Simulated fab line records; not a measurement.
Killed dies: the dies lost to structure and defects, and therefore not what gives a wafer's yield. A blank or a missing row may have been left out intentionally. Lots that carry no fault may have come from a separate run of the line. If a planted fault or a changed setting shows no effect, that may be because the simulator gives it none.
Commonality check across tools || flow n5_finfet || 7 lots and 21 wafers in the sample

REASON IT WAS OPENED
Flagged at N5_BEOL_M9_CD_MEAS_11: reading cd_nm, on 2 of 7 lots. No-fault wafers: 64.3 nm, standard deviation 0.72.
Rule: flag the lot when none of its wafers has a number, or when each of its wafers that has one lies beyond 4 standard deviations from that mean. As for the other lots, they are considered sound.

{"lot": "L189", "measured": "day 9 17:34", "on": "cd_sem-01", "cd_nm (nm), wafer by wafer": "66.0 64.8 65.2", "flag": ""}
{"lot": "L195", "measured": "day 10 23:47", "on": "cd_sem-01", "cd_nm (nm), wafer by wafer": "64.5 64.8 63.9", "flag": ""}
{"lot": "L194", "measured": "day 11 01:59", "on": "cd_sem-01", "cd_nm (nm), wafer by wafer": "65.7 64.8 65.1", "flag": ""}
{"lot": "L196", "measured": "day 11 02:11", "on": "cd_sem-03", "cd_nm (nm), wafer by wafer": "72.0 71.6 71.4", "flag": "FLAGGED"}
{"lot": "L197", "measured": "day 11 20:50", "on": "cd_sem-02", "cd_nm (nm), wafer by wafer": "70.0 69.4 69.1", "flag": "FLAGGED"}
{"lot": "L203", "measured": "day 13 13:31", "on": "cd_sem-01", "cd_nm (nm), wafer by wafer": "63.2 62.4 63.9", "flag": ""}
{"lot": "L206", "measured": "day 13 18:41", "on": "cd_sem-03", "cd_nm (nm), wafer by wafer": "64.2 64.0 64.2", "flag": ""}
On average the flagged lots' numbers are 70.6 nm, which is +6.3 nm against the usual, or +9 standard deviations.

WHICH TOOL RAN EACH LOT
2 process steps preceding the reading are held in the record, out of 1938 steps in the route. Read each cell as the tool, then ch plus the chambers that the sampled wafers visited, then the start.
{"lot": "L189", "flag": "", "N5_BEOL_M8_CURE_75": "uv_cure-03 ch 2, day 9 11:29", "N5_BEOL_M9_EXPOSE_08": "arfi_scanner-03 ch 0, day 9 17:27"}
{"lot": "L195", "flag": "", "N5_BEOL_M8_CURE_75": "uv_cure-02 ch 2, day 10 19:12", "N5_BEOL_M9_EXPOSE_08": "arfi_scanner-03 ch 0, day 10 23:40"}
{"lot": "L194", "flag": "", "N5_BEOL_M8_CURE_75": "uv_cure-01 ch 0, day 10 21:54", "N5_BEOL_M9_EXPOSE_08": "arfi_scanner-01 ch 0, day 11 01:51"}
{"lot": "L196", "flag": "FLAGGED", "N5_BEOL_M8_CURE_75": "uv_cure-03 ch 2, day 10 22:28", "N5_BEOL_M9_EXPOSE_08": "arfi_scanner-03 ch 0, day 11 02:03"}
{"lot": "L197", "flag": "FLAGGED", "N5_BEOL_M8_CURE_75": "uv_cure-03 ch 0, day 11 14:35", "N5_BEOL_M9_EXPOSE_08": "arfi_scanner-03 ch 0, day 11 20:43"}
{"lot": "L203", "flag": "", "N5_BEOL_M8_CURE_75": "uv_cure-02 ch 0, day 13 07:45", "N5_BEOL_M9_EXPOSE_08": "arfi_scanner-02 ch 0, day 13 13:24"}
{"lot": "L206", "flag": "", "N5_BEOL_M8_CURE_75": "uv_cure-02 ch 2, day 13 13:22", "N5_BEOL_M9_EXPOSE_08": "arfi_scanner-02 ch 0, day 13 18:33"}
These steps, and what they do:
- N5_BEOL_M8_CURE_75: cures SiCOH lowk, time 120 s.
- N5_BEOL_M9_EXPOSE_08: exposes mask M9.
- N5_BEOL_M9_CD_MEAS_11: target cd 64.1 nm.

FLAGGED AGAINST TOTAL, ONE TOOL AT A TIME (gauges that did the reading follow at the end)
{"step": "N5_BEOL_M8_CURE_75", "tool": "uv_cure-01", "lots run": 1, "flagged": 0, "share of the flagged lots": "none", "sound lots run after its first flagged lot": "-"}
{"step": "N5_BEOL_M8_CURE_75", "tool": "uv_cure-02", "lots run": 3, "flagged": 0, "share of the flagged lots": "none", "sound lots run after its first flagged lot": "-"}
{"step": "N5_BEOL_M8_CURE_75", "tool": "uv_cure-03", "lots run": 3, "flagged": 2, "share of the flagged lots": "all", "sound lots run after its first flagged lot": 0}
{"step": "N5_BEOL_M9_EXPOSE_08", "tool": "arfi_scanner-01", "lots run": 1, "flagged": 0, "share of the flagged lots": "none", "sound lots run after its first flagged lot": "-"}
{"step": "N5_BEOL_M9_EXPOSE_08", "tool": "arfi_scanner-02", "lots run": 2, "flagged": 0, "share of the flagged lots": "none", "sound lots run after its first flagged lot": "-"}
{"step": "N5_BEOL_M9_EXPOSE_08", "tool": "arfi_scanner-03", "lots run": 4, "flagged": 2, "share of the flagged lots": "all", "sound lots run after its first flagged lot": 0}
{"step": "N5_BEOL_M9_CD_MEAS_11", "tool": "cd_sem-01", "lots run": 4, "flagged": 0, "share of the flagged lots": "none", "sound lots run after its first flagged lot": "-"}
{"step": "N5_BEOL_M9_CD_MEAS_11", "tool": "cd_sem-02", "lots run": 1, "flagged": 1, "share of the flagged lots": "some", "sound lots run after its first flagged lot": 0}
{"step": "N5_BEOL_M9_CD_MEAS_11", "tool": "cd_sem-03", "lots run": 2, "flagged": 1, "share of the flagged lots": "some", "sound lots run after its first flagged lot": "1 (L206)"}

WHAT THE TABLE ALLOWS
Table rows that saw every flagged lot: 2, namely uv_cure-03 at N5_BEOL_M8_CURE_75 and arfi_scanner-03 at N5_BEOL_M9_EXPOSE_08.
- uv_cure-03 at N5_BEOL_M8_CURE_75 ran 3 lots, 2 of them flagged. Last sound lot L189 at day 9 11:29, first flagged lot L196 at day 10 22:28; a fault beginning in between fits.
- arfi_scanner-03 at N5_BEOL_M9_EXPOSE_08 ran 4 lots, 2 of them flagged. Last sound lot L195 at day 10 23:40, first flagged lot L196 at day 11 02:03; a fault beginning in between fits. Its own readings (exposure_dose_mJ_cm2) fall more than 4 standard deviations out on all wafers of the flagged lots.
Counting lots can't tell these 2 tools apart, because each fits a fault that began at some hour. More lots, or a look at what each step does to the wafer, might.

WHAT WAS PUT IN BY THE SIMULATOR
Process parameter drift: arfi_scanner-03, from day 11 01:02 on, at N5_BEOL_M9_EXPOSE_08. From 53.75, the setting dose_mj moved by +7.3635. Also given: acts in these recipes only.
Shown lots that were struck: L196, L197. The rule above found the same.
